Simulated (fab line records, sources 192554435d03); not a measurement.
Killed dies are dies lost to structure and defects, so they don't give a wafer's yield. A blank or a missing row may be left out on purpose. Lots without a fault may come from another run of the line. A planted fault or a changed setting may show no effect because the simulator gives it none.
Split-lot experiment | flow n5_finfet | 7 lots, 39 wafers read, on a route of 1938 steps

THE SPLIT
At N5_SD_EPI_N_ETCH_45 (etches SiOCN in CH3F/O2, target depth 6 nm), the setting target_depth_a was moved away from the recipe's 60 angstrom on 12 of the 39 wafers read, by -58.6% to +21.8%. The other wafers ran this setting at the recipe's value.

The reading is taken at the split's own step.

THE READING
etch.depth_nm (the simulator's own value, which no gauge read), in nm, at N5_SD_EPI_N_ETCH_45 (etches SiOCN in CH3F/O2, target depth 6 nm). The file gives no usual value for it. The 27 wafers here that ran the recipe average 6.040 nm, standard deviation 0.099 nm.

wafer  | tool, chamber at the split | target_depth_a as run, angstrom | against the recipe | etch.depth_nm, nm | against lot-mates on the recipe
L080.1 | rie_diel-06, 1             | 60                              | recipe             | 6.053             | -
L080.2 | rie_diel-06, 0             | 60                              | recipe             | 6.028             | -
L080.3 | rie_diel-06, 3             | 24.84                           | -58.6%             | 2.694             | -3.358
L080.4 | rie_diel-06, 0             | 60                              | recipe             | 6.074             | -
L080.5 | rie_diel-06, 1             | 24.84                           | -58.6%             | 2.507             | -3.545
L080.6 | rie_diel-06, 3             | 24.84                           | -58.6%             | 2.69              | -3.362
L081.1 | rie_diel-03, 3             | 60                              | recipe             | 6.127             | -
L081.2 | rie_diel-03, 2             | 60                              | recipe             | 6.001             | -
L081.3 | rie_diel-03, 1             | 60                              | recipe             | 5.807             | -
L081.4 | rie_diel-03, 0             | 60                              | recipe             | 5.867             | -
L081.5 | rie_diel-03, 2             | 60                              | recipe             | 6.018             | -
L081.6 | rie_diel-03, 3             | 60                              | recipe             | 6.102             | -
L083.1 | rie_diel-03, 0             | 60                              | recipe             | 5.877             | -
L083.2 | rie_diel-03, 2             | 69.7                            | +16.2%             | 7.028             | +0.998
L083.3 | rie_diel-03, 3             | 60                              | recipe             | 6.153             | -
L083.4 | rie_diel-03, 0             | 69.7                            | +16.2%             | 6.79              | +0.760
L083.5 | rie_diel-03, 2             | 60                              | recipe             | 6.061             | -
L083.6 | rie_diel-03, 3             | 69.7                            | +16.2%             | 7.123             | +1.093
L086.2 | rie_diel-02, 0             | 60                              | recipe             | 6.148             | -
L086.3 | rie_diel-02, 3             | 60                              | recipe             | 6.046             | -
L086.5 | rie_diel-02, 1             | 60                              | recipe             | 6                 | -
L089.1 | rie_diel-02, 1             | 60                              | recipe             | 6.021             | -
L089.2 | rie_diel-02, 2             | 60                              | recipe             | 5.97              | -
L089.3 | rie_diel-02, 3             | 60                              | recipe             | 6.103             | -
L089.4 | rie_diel-02, 0             | 60                              | recipe             | 6.214             | -
L089.5 | rie_diel-02, 3             | 60                              | recipe             | 6.074             | -
L089.6 | rie_diel-02, 0             | 60                              | recipe             | 6.15              | -
L091.1 | rie_diel-03, 0             | 60                              | recipe             | 5.859             | -
L091.2 | rie_diel-03, 3             | 73.11                           | +21.8%             | 7.437             | +1.461
L091.3 | rie_diel-03, 2             | 60                              | recipe             | 6                 | -
L091.4 | rie_diel-03, 1             | 60                              | recipe             | 6.069             | -
L091.5 | rie_diel-03, 0             | 73.11                           | +21.8%             | 7.225             | +1.249
L091.6 | rie_diel-03, 1             | 73.11                           | +21.8%             | 7.434             | +1.458
L096.1 | rie_diel-06, 0             | 60                              | recipe             | 6.026             | -
L096.2 | rie_diel-06, 3             | 41.2                            | -31.3%             | 4.395             | -1.692
L096.3 | rie_diel-06, 2             | 41.2                            | -31.3%             | 4.245             | -1.842
L096.4 | rie_diel-06, 1             | 41.2                            | -31.3%             | 4.141             | -1.946
L096.5 | rie_diel-06, 1             | 60                              | recipe             | 6.046             | -
L096.6 | rie_diel-06, 2             | 60                              | recipe             | 6.188             | -

THE FIT
A straight line over all 39 wafers: etch.depth_nm changes by +0.0582 nm for each +1% of target_depth_a; r = +1.00; the points scatter about the line by 0.11 nm.
The same after taking each lot's own level away (the mean of its wafers on the recipe; 39 wafers): +0.059 nm for each +1%; r = +1.00; scatter 0.1 nm.
On that fit, the largest move of target_depth_a shifts the reading by 3.5 nm.
The lots' own levels span 5.9760 to 6.0887 nm, that is 1.1 times the standard deviation above.
So the lot-to-lot level changes the slope little: the two slopes agree.
Check: with one of the wafers moved furthest among these (-58.6%) left out of the fit, the line predicts -3.47 nm for it against its lot-mates. It came out at -3.36 nm against them.

OTHER SPLITS ON THESE WAFERS
These wafers also went through other splits before the reading. Each is held against what the fit with the lots' levels taken away leaves over:
other split on the same wafers | wafers away from the commonest value | r with etch.depth_nm (lot level and that fit taken away)
N5_ZERO_LAYER_PECVD_02 time_s  | 15                                   | -0.19

THE FILE'S OWN FIT
etch.depth_nm changes by +0.0589 nm for each +1% of target_depth_a, r = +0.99.
